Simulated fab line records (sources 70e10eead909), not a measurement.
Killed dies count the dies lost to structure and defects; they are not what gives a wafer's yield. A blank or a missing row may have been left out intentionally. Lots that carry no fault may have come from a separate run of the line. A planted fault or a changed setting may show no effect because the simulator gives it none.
fab line records	flow nand-harc
record: lots: 14	wafers: 39	last-day: 33
route steps=1302 shown P_GATE@122
lots with no fault: from the same line, run without faults
start-h: the number of hours between the record's first day and the start of the first shown wafer of the lot	wait-h: time in hours since the lot's previous step	" the same as in the row above	L1.1+2: one row covering several wafers at once	- either no value or no given start	* or withheld: withheld	< > ~ a bound
route shown NAME@n: NAME is a module with steps in the file, n the number in the route of the first one	usual: mean and standard deviation over wafers with no fault	same: alike in all rows	chamber/n: place in a boat	sites: readings site by site	_std_site: standard deviation of those values	_edge_site: inner sites' mean taken away from outer sites' mean	radius-mm: how far each site lies from the wafer's centre	mask NAME#n: copy n	behind: the most recent tool/chamber to have shaped the wafer	hold: reason for holding the lot/hours on hold/outcome of the hold	device: the transistor (n, p or np) that didn't switch	end of line: tests of these same wafers at the route's end	a step without rows: its recipe alone	killed: not the wafer's yield, but the dies lost to structure and defects at the first sort	map: shows each die of a wafer: x if killed, . if not, _ if none is there
set.NAME: the setting the step ran with; set.NAME@STEP: the setting that earlier step ran with	model.NAME: the simulator's own value behind a step, which no gauge read
steps of the route over a sample of lots; a table a step, a row a wafer
services: when a tool's chamber went out of use (start-h, in hours from the record's first day, below 0 if earlier), for how many hours, and the reason
== steps ==
step: NHARC_P_GATE_CD_MEAS_11
recipe: target-cd-nm: 1640	landing-energy-ev: 500
usual: cd-nm: 1640.3/1.4
lot.wafer	tool	chamber	start-h	wait-h	cd-nm
L835.2	cd-sem-01	0	90.98	-	1639.9
L835.3	"	0	"	"	1641.1
L835.6	"	0	"	"	1640.8
L836.3	cd-sem-01	0	97.86	-	1639.3
L836.5	"	0	"	"	1637.5
L836.6	"	0	"	"	1638.6
L837.2	cd-sem-02	0	104.06	-	1640.2
L837.3	"	0	"	"	1640.1
L837.4	"	0	"	"	1641.1
L838.4	cd-sem-01	0	111.19	-	1636.3
L838.5	"	0	"	"	1639.1
L838.6	"	0	"	"	1636.9
L839.1	cd-sem-03	0	116.87	-	1641.3
L839.2	"	0	"	"	1641.6
L839.3	"	0	"	"	1642.2
L840.1	cd-sem-02	0	130.80	-	1641.8
L840.3	"	0	"	"	1641.1
L840.4	"	0	"	"	1640.3
L841.2	cd-sem-01	0	140.05	-	1639.6
L841.4	"	0	"	"	1640.3
L841.6	"	0	"	"	1639.6
L842.2	cd-sem-01	0	151.54	-	1639.9
L842.3	"	0	"	"	1637.6
L842.5	"	0	"	"	1637.7
L843.1	cd-sem-03	0	163.45	-	1640.0
L843.2	"	0	"	"	1641.0
L843.5	"	0	"	"	1642.7
L844.2	cd-sem-01	0	170.67	-	1640.1
L844.4	"	0	"	"	1641.3
L844.5	"	0	"	"	1640.9
L845.2	cd-sem-03	0	182.99	-	1640.1
L845.4	"	0	"	"	1640.6
L845.6	"	0	"	"	1639.9
L852.4	cd-sem-02	0	244.66	-	1641.5
L853.5	cd-sem-03	0	266.77	-	1640.6
L853.6	"	0	"	"	1640.2
L858.1	cd-sem-03	0	309.73	-	1639.4
L858.2	"	0	"	"	1639.8
L858.5	"	0	"	"	1640.9
step: NHARC_P_GATE_DESCUM_13
recipe: time-s: 3	o2-flow-sccm: 200	ar-flow-sccm: 0	bias-power-w: 0	chemistry: O2
usual: drypump-motor-current-A: 5.9/0.47	oes-product-au: 0.996/0.0071	rf-vpp-V: 57.8/0.94	showerhead-plenum-p-Torr: 1.89/0.083	throttle-valve-pct: 11.312/0.0092
lot.wafer	tool	chamber	start-h	wait-h	drypump-motor-current-A	oes-product-au	rf-hours-counter-h	rf-vpp-V	showerhead-plenum-p-Torr	throttle-valve-pct
L835.2	rie-diel-11	0	91.16	-	5.3	0.994	0	57.9	2.02	11.303
L835.3	"	1	"	"	6.4	0.997	0	58.3	1.83	11.316
L835.6	"	3	"	"	5.7	0.988	-	58.5	1.87	11.301
L836.3	rie-diel-11	3	98.05	-	5.7	0.996	1	55.4	1.87	11.299
L836.5	"	0	"	"	5.4	1.000	-	57.3	2.02	11.303
L836.6	"	1	"	"	6.3	0.994	-	57.1	1.83	11.324
L837.4	rie-diel-03	2	104.22	-	6.5	1.003	10	59.1	1.91	11.314
L837.3	"	3	"	"	6.5	0.999	9	59.4	2.02	11.313
L837.2	"	1	"	"	5.6	0.994	10	57.4	1.85	11.311
L838.4	rie-diel-11	2	111.38	-	6.4	0.995	2	57.7	1.80	11.296
L838.5	"	3	"	"	5.7	0.996	-	58.0	1.87	11.313
L838.6	"	0	"	"	5.3	1.000	-	58.2	2.02	11.306
L839.3	rie-diel-03	0	117.03	-	5.4	0.995	0	58.5	1.98	11.316
L839.2	"	2	"	"	6.5	0.998	0	58.7	1.91	11.308
L839.1	"	3	"	"	6.5	0.994	0	58.9	2.02	11.329
L840.4	rie-diel-11	0	130.96	-	5.3	1.003	3	58.8	2.02	11.315
L840.3	"	1	"	"	6.3	0.993	2	56.8	1.83	11.314
L840.1	"	3	"	"	5.7	0.992	3	57.2	1.87	11.312
L841.4	rie-diel-11	2	140.20	-	6.4	0.985	4	57.7	1.80	11.312
L841.2	"	0	"	"	5.4	0.991	3	57.6	2.02	11.314
L841.6	"	2	"	"	6.4	0.995	-	57.1	1.80	11.310
L842.2	rie-diel-11	2	151.73	-	6.4	0.988	4	57.7	1.80	11.300
L842.3	"	3	"	"	5.7	0.986	4	57.7	1.87	11.317
L842.5	"	0	"	"	5.4	0.998	-	58.9	2.02	11.329
L843.2	rie-diel-11	1	163.61	-	6.3	0.989	4	58.6	1.83	11.321
L843.1	"	0	"	"	5.4	1.004	4	58.1	2.02	11.311
L843.5	"	1	"	"	6.3	0.991	-	58.4	1.82	11.326
L844.2	rie-diel-11	3	170.84	-	5.7	0.984	4	58.4	1.87	11.312
L844.4	"	1	"	"	6.3	0.995	4	57.5	1.82	11.316
L844.5	"	2	"	"	6.4	0.999	-	57.5	1.80	11.312
L845.4	rie-diel-11	3	183.17	-	5.7	0.980	5	57.0	1.87	11.315
L845.2	"	0	"	"	5.4	0.999	4	58.6	2.02	11.328
L845.6	"	2	"	"	6.4	0.990	-	57.5	1.80	11.314
L852.4	rie-diel-11	2	244.83	-	6.4	1.006	9	57.5	1.80	11.312
L853.6	rie-diel-11	3	266.97	-	5.7	0.995	-	57.6	1.87	11.321
L853.5	"	0	"	"	5.4	0.996	-	57.4	2.02	11.325
L858.1	rie-diel-03	3	309.89	-	6.6	0.993	1	57.5	2.02	11.318
L858.2	"	0	"	"	5.3	1.004	1	58.0	1.98	11.293
L858.5	"	3	"	"	6.5	0.998	-	57.6	2.02	11.324
step: NHARC_P_GATE_ETCH_104
recipe: target-depth-a: 600	time-s: withheld	cf4-flow-sccm: 100	chf3-flow-sccm: 30	ar-flow-sccm: 0	rf-w: 500	bias-w: 200	chemistry: CF4/CHF3
usual: drypump-motor-current-A: 5.9/0.58	oes-product-au: 0.963/0.019	rf-vpp-V: 370.7/2.3	showerhead-plenum-p-Torr: 1.57/0.063	throttle-valve-pct: 16.803/0.0092
lot.wafer	tool	chamber	start-h	wait-h	drypump-motor-current-A	oes-product-au	rf-vpp-V	showerhead-plenum-p-Torr	throttle-valve-pct
L835.3	rie-diel-12	1	105.24	0.1	4.9	0.975	372.0	1.64	16.804
L835.2	"	3	"	"	6.2	0.984	368.6	1.51	16.805
L835.6	"	0	"	"	5.0	0.964	368.9	1.49	16.789
L836.3	rie-diel-11	1	113.23	0.1	6.3	0.929	367.5	1.51	16.804
L836.5	"	2	"	"	6.4	0.919	366.8	1.49	16.796
L836.6	"	3	"	"	5.7	0.913	370.0	1.54	16.819
L837.4	rie-diel-11	1	120.66	0.1	6.3	0.971	367.7	1.50	16.789
L837.2	"	3	"	"	5.7	0.963	370.1	1.54	16.824
L837.3	"	0	"	"	5.4	0.973	373.9	1.65	16.812
L838.4	rie-diel-03	0	127.05	0.1	5.3	0.967	372.1	1.63	16.808
L838.5	"	3	"	"	6.5	0.960	372.5	1.66	16.802
L838.6	"	0	"	"	5.3	0.969	371.2	1.63	16.806
L839.1	rie-diel-12	3	137.58	0.1	6.2	0.990	369.3	1.50	16.804
L839.3	"	0	"	"	5.0	0.968	366.5	1.49	16.797
L839.2	"	1	"	"	4.9	0.958	374.7	1.64	16.799
L840.1	rie-diel-03	0	147.19	0.1	5.3	0.983	372.6	1.63	16.802
L840.4	"	1	"	"	5.6	0.973	367.3	1.52	16.796
L840.3	"	3	"	"	6.5	0.956	374.7	1.66	16.794
L841.2	rie-diel-12	2	154.81	0.1	5.7	0.964	371.8	1.60	16.794
L841.4	"	1	"	"	4.9	0.953	373.1	1.64	16.799
L841.6	"	2	"	"	5.7	0.966	370.0	1.60	16.795
L842.3	rie-diel-12	3	165.97	0.1	6.2	0.964	368.7	1.50	16.803
L842.2	"	2	"	"	5.7	0.988	371.1	1.60	16.799
L842.5	"	0	"	"	5.0	0.970	368.0	1.49	16.803
L843.1	rie-diel-03	3	178.87	0.1	6.5	0.955	373.0	1.66	16.807
L843.2	"	1	"	"	5.6	0.974	367.4	1.52	16.812
L843.5	"	3	"	"	6.5	0.963	373.6	1.66	16.804
L844.4	rie-diel-03	2	185.95	0.1	6.5	0.964	370.3	1.57	16.813
L844.2	"	0	"	"	5.3	0.963	372.9	1.63	16.810
L844.5	"	2	"	"	6.5	0.959	369.0	1.57	16.805
L845.4	rie-diel-03	0	200.17	0.1	5.3	0.953	373.1	1.63	16.801
L845.2	"	1	"	"	5.6	0.985	369.4	1.52	16.798
L845.6	"	2	"	"	6.5	0.987	372.3	1.57	16.789
L852.4	rie-diel-03	1	259.57	0.1	5.6	0.972	368.9	1.52	16.803
L853.5	rie-diel-03	2	280.97	0.1	6.5	0.985	370.6	1.57	16.787
L853.6	"	3	"	"	6.5	0.974	372.7	1.65	16.808
L858.2	rie-diel-11	2	326.05	0.1	6.4	0.983	368.3	1.48	16.796
L858.1	"	0	"	"	5.3	0.953	372.5	1.65	16.808
L858.5	"	1	"	"	6.3	0.960	367.6	1.50	16.807
step: NHARC_P_GATE_ETCH_114
recipe: target-depth-a: 300	overetch-a: 30	time-s: 16.5	ion-energy-ev: 100	cf4-flow-sccm: 80	o2-flow-sccm: 20	ar-flow-sccm: 0	rf-w: 300	bias-w: 100	chemistry: CF4/O2
usual: drypump-motor-current-A: 5.8/0.57	oes-product-au: 1.001/0.0083	rf-vpp-V: 197.8/1.4	run-length-s: 37.7/0.49	showerhead-plenum-p-Torr: 1.34/0.055	throttle-valve-pct: 13.398/0.0096
lot.wafer	tool	chamber	start-h	wait-h	drypump-motor-current-A	oes-product-au	rf-hours-counter-h	rf-vpp-V	run-length-s	showerhead-plenum-p-Torr	throttle-valve-pct
L835.2	rie-diel-12	2	105	-	5.7	1.002	0.1	197.8	37.3	1.36	13.397
L835.3	"	0	"	"	5.0	1.012	0.1	196.1	37.7	1.26	13.407
L835.6	"	3	"	"	6.2	1.010	-	196.5	37.0	1.28	13.393
L836.3	rie-diel-11	2	113	-	6.4	0.992	2.2	195.7	37.8	1.26	13.400
L836.5	"	0	"	"	5.4	0.985	-	199.3	38.4	1.41	13.385
L836.6	"	1	"	"	6.3	0.996	-	197.2	38.0	1.28	13.404
L837.4	rie-diel-11	1	120	-	6.4	0.993	1.9	196.5	37.7	1.28	13.398
L837.2	"	2	"	"	6.4	1.001	2.9	194.6	37.2	1.26	13.412
L837.3	"	3	"	"	5.7	0.993	3.3	197.0	37.1	1.31	13.385
L838.4	rie-diel-03	2	127	-	6.5	1.002	0.2	197.3	38.4	1.33	13.404
L838.5	"	2	"	"	6.5	1.000	-	195.5	38.3	1.33	13.409
L838.6	"	3	"	"	6.5	0.998	-	199.5	37.8	1.41	13.381
L839.2	rie-diel-12	2	137	-	5.7	1.001	0.8	197.6	37.2	1.36	13.389
L839.3	"	0	"	"	5.0	1.014	1.2	196.3	37.8	1.26	13.394
L839.1	"	1	"	"	4.9	1.000	1.2	197.9	38.4	1.39	13.386
L840.3	rie-diel-03	3	147	-	6.5	0.994	2.3	199.6	37.6	1.41	13.389
L840.1	"	0	"	"	5.3	0.996	2.2	199.1	37.3	1.38	13.391
L840.4	"	2	"	"	6.5	1.011	2.4	197.6	38.2	1.33	13.388
L841.2	rie-diel-12	0	155	-	5.0	1.010	3.0	195.7	37.9	1.26	13.373
L841.4	"	1	"	"	4.9	1.004	3.0	198.6	38.3	1.39	13.400
L841.6	"	2	"	"	5.7	1.014	-	197.4	37.6	1.36	13.396
L842.2	rie-diel-12	1	166	-	4.9	1.003	4.9	198.1	38.5	1.39	13.394
L842.3	"	2	"	"	5.7	1.013	4.5	198.1	37.4	1.36	13.411
L842.5	"	1	"	"	4.9	0.999	-	198.9	38.9	1.39	13.386
L843.2	rie-diel-03	1	179	-	5.6	0.991	3.5	196.9	38.0	1.29	13.402
L843.1	"	2	"	"	6.5	0.997	4.0	196.1	38.1	1.33	13.396
L843.5	"	3	"	"	6.5	1.001	-	199.7	37.7	1.41	13.388
L844.2	rie-diel-03	0	186	-	5.3	0.985	4.2	197.8	37.6	1.38	13.409
L844.4	"	1	"	"	5.6	0.995	4.0	197.6	37.4	1.29	13.389
L844.5	"	1	"	"	5.7	0.998	-	196.7	37.9	1.29	13.393
L845.2	rie-diel-03	0	200	-	5.3	0.985	5.0	197.8	37.5	1.38	13.409
L845.4	"	1	"	"	5.6	1.000	4.9	197.7	37.5	1.29	13.414
L845.6	"	3	"	"	6.5	0.994	-	197.1	37.5	1.41	13.408
L852.4	rie-diel-03	1	260	-	5.6	0.995	7.9	196.7	35.4	1.29	13.392
L853.6	rie-diel-03	1	281	-	5.6	1.010	-	198.8	35.7	1.29	13.402
L853.5	"	2	"	"	6.5	1.003	-	198.4	38.2	1.33	13.398
L858.2	rie-diel-11	1	326	-	6.2	0.990	3.4	194.9	38.1	1.27	13.389
L858.1	"	3	"	"	5.7	1.003	3.9	198.7	37.0	1.30	13.403
L858.5	"	0	"	"	5.3	1.004	-	198.8	38.5	1.40	13.402
== services ==
tool	chamber	start-h	hours	kind
rie-diel-11	-	78.53	9.0	pm
rie-diel-11	0	78.53	9.0	vent-cycle
rie-diel-11	1	78.53	12.0	vent-cycle
rie-diel-11	2	78.53	9.0	vent-cycle
rie-diel-11	3	78.53	9.0	vent-cycle
rie-diel-12	-	80.33	0.7	repair
rie-diel-11	0	87.53	-	clean
rie-diel-11	2	87.53	-	clean
rie-diel-11	3	87.53	-	clean
rie-diel-12	-	91.40	9.0	pm
rie-diel-03	-	104.30	9.0	pm
rie-diel-11	3	106.42	4.2	repair
rie-diel-11	0	112.03	-	clean
rie-diel-11	1	112.03	-	clean
rie-diel-11	2	112.03	-	clean
rie-diel-12	2	210.25	6.8	repair
rie-diel-11	-	255.53	9.0	pm
rie-diel-12	3	257.62	12.6	repair
rie-diel-12	0	261.07	6.3	repair
rie-diel-12	2	261.89	2.8	repair
rie-diel-12	1	262.95	8.2	repair
rie-diel-12	-	268.40	9.0	pm
rie-diel-03	-	281.30	9.0	pm
rie-diel-03	1	305.29	5.7	repair
== key ==
first-sign: step: NHARC_P_GATE_ETCH_114	reading: run-length-s	direction: down	sigmas: 4.4	usual: *	struck: *
effect none on later readings
met-at NHARC_P_GATE_ETCH_114
struck-lots L852,L853
struck-wafers L852.4,L853.6
later-rows-left-out L852.4,L853.6
sort-left-out L852.4,L853.6
tester-left-out L852,L853
not-acting-at NHARC_P_GATE_CD_MEAS_11,NHARC_P_GATE_DESCUM_13,NHARC_P_GATE_ETCH_104
onset-between 200 260
fault: kind: process-parameter-drift	tool: rie-diel-03	chamber: -	onset-h: 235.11	steps: NHARC_P_GATE_ETCH_114	channel: time-s	offset: *	shape: step	end-h: 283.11	scope: struck-wafers-only	acts-in: *	stated: *
tester-left-out: of these lots the tester's yield and bins aren't shown, on N5 and GAA mostly nor the transistor test; their killed dies are dies lost to structure and defects alone, not to doping, threshold or leakage, so they don't give the yield
sort-left-out: the simulated sort isn't trusted on such a fault, so these wafers' sort isn't shown, and their yield isn't known
later-rows-left-out: the simulator's readings of these wafers behind a module that went badly wrong aren't trusted and aren't shown, but for the sort
